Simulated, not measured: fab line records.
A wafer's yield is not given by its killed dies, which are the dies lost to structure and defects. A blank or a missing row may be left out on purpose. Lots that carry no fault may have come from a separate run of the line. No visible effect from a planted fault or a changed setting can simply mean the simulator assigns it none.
Comparing a struck lot with a sound one ; flow nand-harc ; 36 out of 1302 route steps
Sound: the wafers L766.2, L766.3, L766.4. Wafers L783.2, L783.3, L783.4 were the ones struck. The cause is given at the end.
Per side, at each step with rows, come the tool, then ch with its chambers, and then its first start. Under that, the readings that differ: sound wafers ; struck wafers ; difference of the means ; sigmas: that difference in standard deviations of wafers without a fault.
alike: words and numbers the same on both sides, and readings whose means are apart by under 2 such deviations; not compared: readings that were withheld, readings missing a value for some wafer, numbers with overlapping values and no deviation given by the record, and bounds like >300 which may hide the same value.
Wherever a step has rows on one side only, a row that says differs or no value, or a row with sigmas, the two part there. Numbers that have no deviation but don't overlap get no sigmas and don't part them. A reading that every wafer of one side lacks parts them only if that side has two wafers or more.

first, 11 steps without rows for these wafers: NHARC_A_STAIRCASE_STRIP_317 (strips in SPM, time 900 s); NHARC_A_STAIRCASE_PRECLEAN_318 (cleans in SC1); NHARC_A_STAIRCASE_SRD_329; NHARC_A_STAIRCASE_ALD_415 (deposits SiO2, target thk 30 nm, pulse time 6 s, ald cycles 300); NHARC_A_STAIRCASE_ETCHBACK_416 (etches the open film in C4F8/O2/Ar, target depth 36 nm, time 7.2 s); NHARC_A_STAIRCASE_STRIP_476 (strips in O2, time 20 s); NHARC_A_STAIRCASE_DEP_417 (deposits Si3N4, target thk 60 nm); NHARC_A_STAIRCASE_WET_418 (chemistry H3PO4, target depth 20 nm); NHARC_A_STAIRCASE_PRECLEAN_419 (cleans in SC1); NHARC_A_STAIRCASE_SRD_421; NHARC_A_STAIRCASE_ALD_420 (deposits SiO2, target thk 20 nm, pulse time 6 s, ald cycles 200).
NHARC_A_STAIRCASE_CVD_552: deposits SiNx, target thk 40 nm.
  sound on lpcvd-01 ch 1, day 17 09:08; struck on lpcvd-01 ch 0, day 24 01:02
  alike: zone-power-bottom-pct, zone-power-centre-pct
NHARC_A_STAIRCASE_DEP_151: deposits SiO2, target thk 7200 nm.
  sound on pecvd-03 ch 0,1, day 17 12:40; struck on pecvd-04 ch 1,2, day 24 04:47
  alike: heater-power-w
then, 3 steps without rows for these wafers: NHARC_A_STAIRCASE_ANNEAL_320 (time 1800 s); NHARC_A_STAIRCASE_DEP_322 (deposits SiO2, target thk 7200 nm); NHARC_A_STAIRCASE_ANNEAL_323 (time 1800 s).
NHARC_A_STAIRCASE_DEP_325: deposits SiO2, target thk 7200 nm.
  sound on pecvd-04 ch 1,2, day 18 03:41; struck on pecvd-03 ch 0,1,2, day 24 19:58
  alike: heater-power-w
then, 10 steps without rows for these wafers: NHARC_A_STAIRCASE_ANNEAL_326 (time 1800 s); NHARC_A_STAIRCASE_DEHYDRATE_433 (time 120 s); NHARC_A_STAIRCASE_HMDS_434 (time 30 s); NHARC_A_STAIRCASE_COAT_435; NHARC_A_STAIRCASE_SOFTBAKE_436 (time 170 s); NHARC_A_STAIRCASE_EBR_437; NHARC_A_STAIRCASE_EXPOSE_438 (exposes mask STAIR REV); NHARC_A_STAIRCASE_PEB_439 (peb time 130 s); NHARC_A_STAIRCASE_DEVELOP_440 (time 140 s); NHARC_A_STAIRCASE_HARDBAKE_442 (time 140 s).
NHARC_A_STAIRCASE_DESCUM_443: chemistry O2, time 3 s.
  sound on rie-diel-05 ch 1,2,3, day 18 11:44; struck on rie-diel-04 ch 0,1,2, day 25 03:50
reading;sound;struck;difference;sigmas
rf-hours-counter-h (h);0 0 0;12 13 12;+12;
  alike: drypump-motor-current-A, o2-flow-sccm, oes-product-au, rf-vpp-V, showerhead-plenum-p-Torr, throttle-valve-pct
then, 5 steps without rows for these wafers: NHARC_A_STAIRCASE_ETCH_444 (etches the open film in C4F8/O2, target depth 20400 nm, time 6800 s); NHARC_A_STAIRCASE_STRIP_446 (strips in O2); NHARC_A_STAIRCASE_STRIP_447 (strips in SPM, time 900 s); NHARC_A_STAIRCASE_PRECLEAN_448 (cleans in SC1); NHARC_A_STAIRCASE_SRD_449.
NHARC_A_STAIRCASE_CMP_450: polishes SiO2, target thk 200 nm.
  sound on cmp-04 ch 0,1,2, day 18 17:09; struck on cmp-04 ch 0,2,3, day 25 09:06
  alike: motor-current-A
NHARC_A_STAIRCASE_CMP_152: polishes.
  sound on cmp-04 ch 0,1,2, day 18 17:14; struck on cmp-04 ch 0,2,3, day 25 09:10
  alike: motor-current-A
-- break in the record here, with 5 days between the starts of the struck wafers on either side (left off in module A_STAIRCASE, picked up again in module END, where the first step shown is number 1302 on the route) --
NHARC_END_SORT_01:
  here the record holds rows for the struck wafers (prober-02 ch 0, day 30 20:06) but none for the sound ones

== WHERE THEY PART ==
Only at NHARC_END_SORT_01, as far as this record shows.

WHY: the cause the simulator had injected
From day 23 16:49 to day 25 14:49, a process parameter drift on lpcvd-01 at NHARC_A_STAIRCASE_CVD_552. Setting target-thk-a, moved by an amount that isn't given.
